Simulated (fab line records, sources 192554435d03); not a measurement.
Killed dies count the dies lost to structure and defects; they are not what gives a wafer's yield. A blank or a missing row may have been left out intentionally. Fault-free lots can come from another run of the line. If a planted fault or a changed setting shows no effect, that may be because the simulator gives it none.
Which tool did it? / flow n5Finfet / 12 lots, 36 wafers sampled, at 2 steps of a route of 1938

WHAT THE GAUGES SHOWED, per wafer
N5_BEOL_M15_CD_MEAS_10: target cd 360 nm.
lot=L076; measured=day 12 07:08; on=cdSem-01; cdNm (nm)=362.8 361.0 362.6
lot=L079; measured=day 12 20:34; on=cdSem-01; cdNm (nm)=361.2 360.9 362.5
lot=L081; measured=day 13 16:15; on=cdSem-03; cdNm (nm)=359.9 361.7 360.9
lot=L077; measured=day 14 00:20; on=cdSem-03; cdNm (nm)=364.5 362.8 362.6
lot=L083; measured=day 14 07:58; on=cdSem-02; cdNm (nm)=359.3 360.1 360.6
lot=L085; measured=day 15 02:19; on=cdSem-01; cdNm (nm)=357.3 360.4 361.8
lot=L088; measured=day 15 02:27; on=cdSem-03; cdNm (nm)=358.3 359.2 358.1
lot=L090; measured=day 16 00:30; on=cdSem-02; cdNm (nm)=359.7 363.1 363.5
lot=L091; measured=day 16 09:27; on=cdSem-01; cdNm (nm)=364.3 361.7 360.7
lot=L094; measured=day 17 02:56; on=cdSem-02; cdNm (nm)=361.6 360.8 361.6
lot=L096; measured=day 17 03:49; on=cdSem-02; cdNm (nm)=359.9 363.2 360.6
lot=L097; measured=day 17 07:26; on=cdSem-02; cdNm (nm)=362.7 361.6 363.6

WHICH TOOL RAN EACH LOT (tool, then ch and the chambers of the sampled wafers, then the start)
lot=L076; N5_BEOL_M14_SPUTTER_45=pvdSputter-02, day 12 04:42
lot=L079; N5_BEOL_M14_SPUTTER_45=pvdSputter-01, day 12 18:55
lot=L081; N5_BEOL_M14_SPUTTER_45=pvdSputter-02, day 13 14:29
lot=L077; N5_BEOL_M14_SPUTTER_45=pvdSputter-02, day 13 22:36
lot=L083; N5_BEOL_M14_SPUTTER_45=pvdSputter-02, day 14 06:19
lot=L085; N5_BEOL_M14_SPUTTER_45=pvdSputter-02, day 15 00:17
lot=L088; N5_BEOL_M14_SPUTTER_45=pvdSputter-02, day 15 00:37
lot=L090; N5_BEOL_M14_SPUTTER_45=pvdSputter-01, day 15 22:51
lot=L091; N5_BEOL_M14_SPUTTER_45=pvdSputter-03, day 16 07:47
lot=L094; N5_BEOL_M14_SPUTTER_45=pvdSputter-02, day 17 01:03
lot=L096; N5_BEOL_M14_SPUTTER_45=pvdSputter-01, day 17 02:01
lot=L097; N5_BEOL_M14_SPUTTER_45=pvdSputter-01, day 17 05:32
- N5_BEOL_M14_SPUTTER_45: material Cu, target thk 100 nm, time 16.67 s.

THE ANSWER, worked out from the rows above alone
Rule: usual is defined by the lots themselves. Put in order of their means at a reading, lots are off if they are a third of the lots or fewer, leave a main group of 4 or more, and stand apart from it by a gap of 3 or more times the standard deviation of the main group's means; of several such gaps the widest counts. If all means in a main group match to the digits the tables above print for the reading, that group is not used. A lot without any number at a reading at which 4 lots or more have one is off too. Where the step has rows for the other lots, those lots are counted as sound.
Across all readings shown, no lot is off: no conclusion can be drawn from this.

WHAT THE SIMULATOR PUT IN
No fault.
